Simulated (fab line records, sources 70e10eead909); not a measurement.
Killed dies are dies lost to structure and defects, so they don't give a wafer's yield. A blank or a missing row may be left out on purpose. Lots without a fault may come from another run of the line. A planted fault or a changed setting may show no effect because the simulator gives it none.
Chamber matching | flow nand_harc | NHARC_A_STAIRCASE_ALD_415 on ald_hk-04: 4 sister chambers
The step deposits SiO2, target thk 30 nm, pulse time 6 s, ald cycles 300. 16 wafers are shown with their chamber, then 8 later ones without.

WAFERS WITH THEIR CHAMBER
wafer  | chamber | heater_power_w (W) | precursor_pulse_height_rel
L075.2 | 2       | 467                | 1.048
L075.3 | 0       | 439                | 1.001
L075.4 | 1       | 542                | 1.017
L077.1 | 2       | 466                | 1.022
L077.4 | 3       | 482                | 0.982
L077.5 | 2       | 485                | 0.996
L080.1 | 1       | 554                | 0.988
L080.2 | 2       | 470                | 0.982
L080.5 | 2       | 467                | 0.975
L081.1 | 0       | 401                | 1.001
L081.2 | 3       | 461                | 0.989
L081.5 | 2       | 467                | 1.029
L082.1 | 0       | 384                | 1.003
L082.4 | 1       | 573                | 0.970
L082.6 | 3       | 452                | 1.043
L088.3 | 1       | 559                | 1.004

SIGNATURES (means of the wafers above)
reading                    | chamber 0 | chamber 1 | chamber 2 | chamber 3 | scatter within a chamber
heater_power_w             | 408.00    | 557.00    | 470.33    | 465.00    | 15.3
precursor_pulse_height_rel | 1.00167   | 0.99475   | 1.00867   | 1.00467   | 0.0252
Rule: a wafer's distance from a chamber is the root of the sum, over the readings, of the square of ((its reading less the chamber's mean) divided by the reading's scatter). The wafer belongs to the nearest chamber; if the next one is less than 2 further off, it can't be placed. The scatter: the root of (the sum of the squares of (reading less its chamber's mean) over the shown wafers, divided by (wafers less chambers)).

WAFERS WITHOUT THEIR CHAMBER
wafer  | heater_power_w (W) | precursor_pulse_height_rel
L088.4 | 405                | 0.989
L088.6 | 463                | 1.005
L090.4 | 391                | 1.007
L090.5 | 456                | 0.992
L090.6 | 455                | 1.010
L095.1 | 476                | 0.954
L095.4 | 470                | 1.015
L095.5 | 450                | 0.997

WHICH CHAMBER EACH WENT THROUGH
wafer  | from the rows above          | in truth
L088.4 | 0                            | 0
L088.6 | can't be placed: 3 or 2      | 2
L090.4 | 0                            | 0
L090.5 | can't be placed: 3 or 2      | 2
L090.6 | can't be placed: 3 or 2      | 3
L095.1 | can't be placed: 3 or 2      | 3
L095.4 | can't be placed: 2 or 3      | 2
L095.5 | can't be placed: 3 or 2 or 0 | 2
Placed correctly: 2 of 8. Can't be placed from these rows: 6 (the true chamber is among the candidates in 6). Placed wrongly: 0.
